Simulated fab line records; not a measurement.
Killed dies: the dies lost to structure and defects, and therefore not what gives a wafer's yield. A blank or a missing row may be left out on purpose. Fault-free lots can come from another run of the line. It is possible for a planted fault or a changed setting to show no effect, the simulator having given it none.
Matching of chambers || flow n5-finfet || 3 sister chambers for N5_BEOL_M5_PECVD_70 on pecvd-03
The step deposits SiO2 from TEOS/O2, target thk 16 nm, time 18 s. 18 wafers are shown with their chamber, then 9 later ones without.

## WAFERS WITH THEIR CHAMBER
{"wafer": "L079.1", "chamber": 1, "throttle-valve-pct (%)": 23.6, "showerhead-plenum-p-Torr (Torr)": 8.74, "heater-power-w (W)": 651}
{"wafer": "L079.4", "chamber": 0, "throttle-valve-pct (%)": 22.6, "showerhead-plenum-p-Torr (Torr)": 8.76, "heater-power-w (W)": 768}
{"wafer": "L079.6", "chamber": 1, "throttle-valve-pct (%)": 23.2, "showerhead-plenum-p-Torr (Torr)": 8.72, "heater-power-w (W)": 639}
{"wafer": "L080.1", "chamber": 2, "throttle-valve-pct (%)": 20.2, "showerhead-plenum-p-Torr (Torr)": 8.83, "heater-power-w (W)": 687}
{"wafer": "L080.4", "chamber": 2, "throttle-valve-pct (%)": 20.2, "showerhead-plenum-p-Torr (Torr)": 8.83, "heater-power-w (W)": 707}
{"wafer": "L080.6", "chamber": 1, "throttle-valve-pct (%)": 23.2, "showerhead-plenum-p-Torr (Torr)": 8.74, "heater-power-w (W)": 602}
{"wafer": "L081.1", "chamber": 2, "throttle-valve-pct (%)": 20.5, "showerhead-plenum-p-Torr (Torr)": 8.84, "heater-power-w (W)": 640}
{"wafer": "L081.3", "chamber": 1, "throttle-valve-pct (%)": 23.3, "showerhead-plenum-p-Torr (Torr)": 8.73, "heater-power-w (W)": 556}
{"wafer": "L081.4", "chamber": 1, "throttle-valve-pct (%)": 23.3, "showerhead-plenum-p-Torr (Torr)": 8.75, "heater-power-w (W)": 560}
{"wafer": "L084.1", "chamber": 2, "throttle-valve-pct (%)": 20.4, "showerhead-plenum-p-Torr (Torr)": 8.86, "heater-power-w (W)": 646}
{"wafer": "L084.4", "chamber": 1, "throttle-valve-pct (%)": 23.1, "showerhead-plenum-p-Torr (Torr)": 8.76, "heater-power-w (W)": 636}
{"wafer": "L084.6", "chamber": 2, "throttle-valve-pct (%)": 20.5, "showerhead-plenum-p-Torr (Torr)": 8.83, "heater-power-w (W)": 622}
{"wafer": "L083.2", "chamber": 2, "throttle-valve-pct (%)": 20.5, "showerhead-plenum-p-Torr (Torr)": 8.86, "heater-power-w (W)": 672}
{"wafer": "L083.4", "chamber": 0, "throttle-valve-pct (%)": 22.7, "showerhead-plenum-p-Torr (Torr)": 8.75, "heater-power-w (W)": 701}
{"wafer": "L083.6", "chamber": 1, "throttle-valve-pct (%)": 23.1, "showerhead-plenum-p-Torr (Torr)": 8.72, "heater-power-w (W)": 638}
{"wafer": "L087.1", "chamber": 2, "throttle-valve-pct (%)": 20.3, "showerhead-plenum-p-Torr (Torr)": 8.86, "heater-power-w (W)": 687}
{"wafer": "L087.2", "chamber": 1, "throttle-valve-pct (%)": 23.3, "showerhead-plenum-p-Torr (Torr)": 8.72, "heater-power-w (W)": 616}
{"wafer": "L087.5", "chamber": 2, "throttle-valve-pct (%)": 20.3, "showerhead-plenum-p-Torr (Torr)": 8.83, "heater-power-w (W)": 708}

SIGNATURES, as means of the wafers listed above
{"reading": "throttle-valve-pct", "chamber 0": 22.650, "chamber 1": 23.262, "chamber 2": 20.363, "scatter within a chamber": 0.142}
{"reading": "showerhead-plenum-p-Torr", "chamber 0": 8.7550, "chamber 1": 8.7350, "chamber 2": 8.8425, "scatter within a chamber": 0.0146}
{"reading": "heater-power-w", "chamber 0": 734.50, "chamber 1": 612.25, "chamber 2": 671.12, "scatter within a chamber": 35.5}
Rule: distance of a wafer from a chamber = root of the sum over the readings of ((wafer's reading minus chamber's mean) / reading's scatter) squared. If the next closest chamber is less than 2 further off than the closest, the wafer can't be placed; otherwise it belongs to the closest. The scatter: take each reading less its chamber's mean, square it, sum over the shown wafers, divide by the number of wafers less the number of chambers, and take the root.

## WAFERS WITH NO CHAMBER GIVEN
{"wafer": "L086.1", "throttle-valve-pct (%)": 22.8, "showerhead-plenum-p-Torr (Torr)": 8.78, "heater-power-w (W)": 837}
{"wafer": "L086.5", "throttle-valve-pct (%)": 22.8, "showerhead-plenum-p-Torr (Torr)": 8.76, "heater-power-w (W)": 831}
{"wafer": "L086.6", "throttle-valve-pct (%)": 20.5, "showerhead-plenum-p-Torr (Torr)": 8.86, "heater-power-w (W)": 664}
{"wafer": "L092.1", "throttle-valve-pct (%)": 22.7, "showerhead-plenum-p-Torr (Torr)": 8.77, "heater-power-w (W)": 893}
{"wafer": "L092.2", "throttle-valve-pct (%)": 23.2, "showerhead-plenum-p-Torr (Torr)": 8.73, "heater-power-w (W)": 552}
{"wafer": "L092.6", "throttle-valve-pct (%)": 20.5, "showerhead-plenum-p-Torr (Torr)": 8.88, "heater-power-w (W)": 677}
{"wafer": "L093.1", "throttle-valve-pct (%)": 23.5, "showerhead-plenum-p-Torr (Torr)": 8.74, "heater-power-w (W)": 546}
{"wafer": "L093.4", "throttle-valve-pct (%)": 23.4, "showerhead-plenum-p-Torr (Torr)": 8.75, "heater-power-w (W)": 545}
{"wafer": "L093.6", "throttle-valve-pct (%)": 23.0, "showerhead-plenum-p-Torr (Torr)": 8.76, "heater-power-w (W)": 818}

## CHAMBER TAKEN BY EACH
{"wafer": "L086.1", "from the rows above": 0, "in truth": 0}
{"wafer": "L086.5", "from the rows above": 0, "in truth": 0}
{"wafer": "L086.6", "from the rows above": 2, "in truth": 2}
{"wafer": "L092.1", "from the rows above": 0, "in truth": 0}
{"wafer": "L092.2", "from the rows above": 1, "in truth": 1}
{"wafer": "L092.6", "from the rows above": 2, "in truth": 2}
{"wafer": "L093.1", "from the rows above": 1, "in truth": 1}
{"wafer": "L093.4", "from the rows above": 1, "in truth": 1}
{"wafer": "L093.6", "from the rows above": 0, "in truth": 0}
Correctly placed: 9 of 9. From these rows, 0 cannot be placed. Wrongly placed: 0.
